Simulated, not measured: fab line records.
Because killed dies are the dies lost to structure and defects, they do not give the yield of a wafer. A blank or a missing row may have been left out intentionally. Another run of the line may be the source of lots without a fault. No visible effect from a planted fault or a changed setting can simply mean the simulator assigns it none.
Split-lot study | flow n5_finfet | 39 wafers read from 7 lots, route of 1938 steps

## THE SPLIT
At N5_BEOL_M10_ILD_DEP_00 (deposits SiCOH lowk from DEMS/porogen, target thk 308.51 nm, time 58 s), the setting time_s was moved away from the recipe's 58 s on 12 of the 39 wafers read, by -47.3% to -36.5%. All remaining wafers had this setting at the recipe value.

## FROM THE SPLIT ON TO THE READING: in between, the file shows 1 step
- N5_BEOL_M10_CURE_71: cures SiCOH lowk, time 240 s

## THE READING
M10_ILD_THK at N5_BEOL_M10_THK_MEAS_01, in nm. Typical for fault-free wafers on this fab line: 267 nm, with standard deviation 3.8 nm.

wafer  | tool, chamber at the split | time_s as run, s | against the recipe | M10_ILD_THK, nm | against lot-mates on the recipe
L077.1 | pecvd-03, 0                | 58               | recipe             | 267             | -
L077.2 | pecvd-03, 2                | 58               | recipe             | 270             | -
L077.3 | pecvd-03, 1                | 34.22            | -41.0%             | 159             | -110
L077.4 | pecvd-03, 0                | 58               | recipe             | 270             | -
L077.5 | pecvd-03, 2                | 34.22            | -41.0%             | 161             | -108
L077.6 | pecvd-03, 1                | 34.22            | -41.0%             | 162             | -107
L079.1 | pecvd-01, 1                | 36.84            | -36.5%             | 168             | -100
L079.2 | pecvd-01, 2                | 36.84            | -36.5%             | 170             | -98
L079.3 | pecvd-01, 0                | 58               | recipe             | 266             | -
L079.4 | pecvd-01, 2                | 58               | recipe             | 270             | -
L079.5 | pecvd-01, 0                | 58               | recipe             | 267             | -
L079.6 | pecvd-01, 1                | 36.84            | -36.5%             | 174             | -94
L086.1 | pecvd-01, 2                | 58               | recipe             | 268             | -
L086.2 | pecvd-01, 0,1              | 58               | recipe             | 264             | -
L086.3 | pecvd-01, 0,1              | 58               | recipe             | 264             | -
L086.4 | pecvd-01, 1                | 58               | recipe             | 267             | -
L086.5 | pecvd-01, 0                | 58               | recipe             | 266             | -
L086.6 | pecvd-01, 2                | 58               | recipe             | 272             | -
L087.3 | pecvd-03, 0                | 58               | recipe             | 265             | -
L087.4 | pecvd-03, 2                | 58               | recipe             | 269             | -
L087.6 | pecvd-03, 0                | 58               | recipe             | 267             | -
L092.1 | pecvd-01, 1                | 58               | recipe             | 262             | -
L092.2 | pecvd-01, 0                | 58               | recipe             | 261             | -
L092.3 | pecvd-01, 2                | 33.56            | -42.1%             | 153             | -110
L092.4 | pecvd-01, 1                | 33.56            | -42.1%             | 157             | -106
L092.5 | pecvd-01, 2                | 33.56            | -42.1%             | 155             | -108
L092.6 | pecvd-01, 0                | 58               | recipe             | 266             | -
L093.1 | pecvd-04, 2                | 30.58            | -47.3%             | 138             | -124
L093.2 | pecvd-04, 1                | 58               | recipe             | 263             | -
L093.3 | pecvd-04, 0                | 58               | recipe             | 260             | -
L093.4 | pecvd-04, 2                | 30.58            | -47.3%             | 139             | -123
L093.5 | pecvd-04, 1                | 58               | recipe             | 264             | -
L093.6 | pecvd-04, 0                | 30.58            | -47.3%             | 134             | -128
L097.1 | pecvd-03, 1                | 58               | recipe             | 270             | -
L097.2 | pecvd-03, 2                | 58               | recipe             | 266             | -
L097.3 | pecvd-03, 0                | 58               | recipe             | 271             | -
L097.4 | pecvd-03, 0                | 58               | recipe             | 270             | -
L097.5 | pecvd-03, 1                | 58               | recipe             | 275             | -
L097.6 | pecvd-03, 2                | 58               | recipe             | 271             | -
When a row names more than one chamber, that row covers several wafers, and the file does not tell which wafer ran in which chamber.

THE FIT
A straight line over all 39 wafers: M10_ILD_THK changes by +2.67 nm for each +1% of time_s; r = +1.00; the points scatter about the line by 3.5 nm.
The same after taking each lot's own level away (the mean of its wafers on the recipe; 39 wafers): +2.63 nm for each +1%; r = +1.00; scatter 2.4 nm.
That fit puts the effect of the largest move of time_s on the reading at 1.2e+02 nm.
Across the lots, their own levels run from 262.3 to 270.5 nm, a range of 2.1 times the standard deviation given above.
The two slopes agree, so the slope changes little with the lot-to-lot level.
Check: -124 nm against its lot-mates is what the line predicts for one of the wafers moved furthest among these (-47.3%) when that wafer is left out of the fit. Against them it came out at -124 nm.

## OTHER SPLITS APPLIED TO THESE WAFERS
Note: prior to the reading, these wafers also went through further splits. Each is held against what the fit with the lots' levels taken away leaves over:
other split on the same wafers     | wafers away from the commonest value | r with M10_ILD_THK (lot level and that fit taken away)
N5_BEOL_M2_ILD_DEP_00 target_thk_a | 12                                   | -0.40
N5_BEOL_M3_ILD_DEP_00 time_s       | 12                                   | +0.07
N5_BEOL_M7_ILD_DEP_00 target_thk_a | 15                                   | -0.01

## THE WHOLE CHAIN: every reading that the file lists as answering this split, in the file's order
step                    | what it does                                                           | reading                                                                                   | change (the file's fit)              | r (the file's)
N5_BEOL_M10_ILD_DEP_00  | deposits SiCOH lowk from DEMS/porogen, target thk 308.51 nm, time 58 s | SiCOH_lowk_of_BEOL_M10_ILD_DEP_00.thk_nm (the simulator's own value, which no gauge read) | +3 nm for each +1% of the setting    | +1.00
N5_BEOL_M10_CURE_71     | cures SiCOH lowk, time 240 s                                           | SiCOH_lowk_of_BEOL_M10_ILD_DEP_00.thk_nm (the simulator's own value, which no gauge read) | +2.63 nm for each +1% of the setting | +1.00
N5_BEOL_M10_THK_MEAS_01 |                                                                        | M10_ILD_THK                                                                               | +2.63 for each +1% of the setting    | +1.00

## THE FILE'S OWN FIT
M10_ILD_THK changes by +2.63 nm for each +1% of time_s, r = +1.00.
